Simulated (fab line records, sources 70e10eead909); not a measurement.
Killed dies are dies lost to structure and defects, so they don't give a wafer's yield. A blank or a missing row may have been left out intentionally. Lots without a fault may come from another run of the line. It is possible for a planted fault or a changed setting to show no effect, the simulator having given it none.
Matching of chambers -- flow nandHarc -- NHARC_A_STAIRCASE_TRIM_24 on rieDiel-09 has 4 sister chambers
The step chemistry O2, time 211.2 s. 8 wafers are shown with their chamber, then 7 later ones without.

## EACH WAFER AND ITS CHAMBER
wafer,chamber,drypumpMotorCurrentA (A),showerheadPlenumPTorr (Torr)
L891.5,3,5.0,3.40
L892.1,2,6.4,3.66
L892.3,3,4.9,3.39
L892.6,2,6.3,3.66
L901.4,1,5.5,3.55
L901.5,0,6.2,3.74
L906.3,0,6.2,3.74
L906.4,1,5.5,3.55

## WAFERS WITHOUT THEIR CHAMBER
wafer,drypumpMotorCurrentA (A),showerheadPlenumPTorr (Torr)
L906.6,6.4,3.64
L907.1,5.0,3.37
L907.2,6.2,3.73
L907.4,5.5,3.55
L910.2,5.0,3.36
L910.4,5.5,3.54
L910.5,4.9,3.36

## EACH ONE'S CHAMBER
wafer,from the rows above,in truth
L906.6,2,2
L907.1,3,3
L907.2,0,0
L907.4,1,1
L910.2,3,3
L910.4,1,1
L910.5,3,3
Correctly placed: 7 of 7. Left unplaced by these rows: 0. 0 placed wrongly.
How it was worked out, from the rows above alone: a wafer's distance from a chamber is the root of the sum, over the readings, of the square of ((its reading less the chamber's mean) divided by the reading's scatter). If the next closest chamber is less than 2 further off than the closest, the wafer can't be placed; otherwise it belongs to the closest. Each chamber's mean is taken over the wafers shown for it. The scatter is the square root of a quotient: the sum, over the shown wafers, of each reading's squared deviation from its chamber's mean, divided by wafers minus chambers.
